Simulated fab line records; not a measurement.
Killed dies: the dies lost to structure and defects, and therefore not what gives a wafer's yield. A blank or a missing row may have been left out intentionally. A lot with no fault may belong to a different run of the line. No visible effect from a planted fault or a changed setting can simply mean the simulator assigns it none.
Chamber matching	flow n5-finfet	4 sister chambers for N5_GATE_CUT_CMP_02 on cmp-02
The step polishes, stops on SiO2, t overpolish 12.7 s, target thk 0 nm. 16 wafers are shown with their chamber, then 8 later ones without.

## WAFERS PAIRED WITH THEIR CHAMBERS
wafer	chamber	motor-current-A (A)	time-to-endpoint-s (s)	overpolish-run-s (s)
L777.1	3	8.0	23.4	12.702
L777.4	0	9.7	24.8	12.708
L777.5	1	9.2	25.9	12.705
L778.1	0	10.3	22.9	12.708
L778.4	1	9.2	26.9	12.709
L778.6	1	9.7	24.9	12.685
L779.1	1	9.4	23.6	12.703
L779.3	3	7.7	24.9	12.699
L779.4	2	9.5	21.9	12.694
L782.1	3	7.7	26.6	12.703
L782.3	1	9.3	28.7	12.689
L782.6	2	10.3	27.2	12.695
L786.2	1	9.0	25.6	12.708
L786.3	0	9.1	22.7	12.702
L786.5	3	7.7	21.5	12.706
L788.4	0	9.2	23.7	12.681

SIGNATURES (averages over the wafers above)
reading	chamber 0	chamber 1	chamber 2	chamber 3	scatter within a chamber
motor-current-A	9.575	9.300	9.900	7.775	0.362
time-to-endpoint-s	23.525	25.933	24.550	24.100	1.96
overpolish-run-s	12.69975	12.69983	12.69450	12.70250	0.00932
Rule: a wafer lies at a distance from a chamber equal to the root of the sum of squares, over the readings, of (its reading less the chamber's mean, divided by the reading's scatter). The wafer belongs to the nearest chamber; if the next one is less than 2 further off, it can't be placed. The scatter is the square root of a quotient: the sum, over the shown wafers, of each reading's squared deviation from its chamber's mean, divided by wafers minus chambers.

## WAFERS MISSING THEIR CHAMBER
wafer	motor-current-A (A)	time-to-endpoint-s (s)	overpolish-run-s (s)
L788.5	7.8	23.8	12.683
L788.6	9.3	25.9	12.694
L791.3	9.2	27.2	12.701
L791.5	10.0	23.6	12.681
L791.6	9.1	29.6	12.702
L792.1	8.7	22.5	12.719
L792.3	9.9	26.0	12.695
L792.5	7.3	25.3	12.696

## WHICH CHAMBER EACH WENT THROUGH
wafer	from the rows above	in truth
L788.5	3	3
L788.6	can't be placed: 1 or 0 or 2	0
L791.3	can't be placed: 1 or 0 or 2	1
L791.5	can't be placed: 2 or 0 or 1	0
L791.6	can't be placed: 1 or 0 or 2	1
L792.1	can't be placed: 1 or 3 or 0 or 2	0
L792.3	can't be placed: 2 or 0 or 1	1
L792.5	3	3
Correct placement for 2 of the 8. These rows do not allow placing 6 (true chamber among the candidates in 6). Placed wrongly: 0.
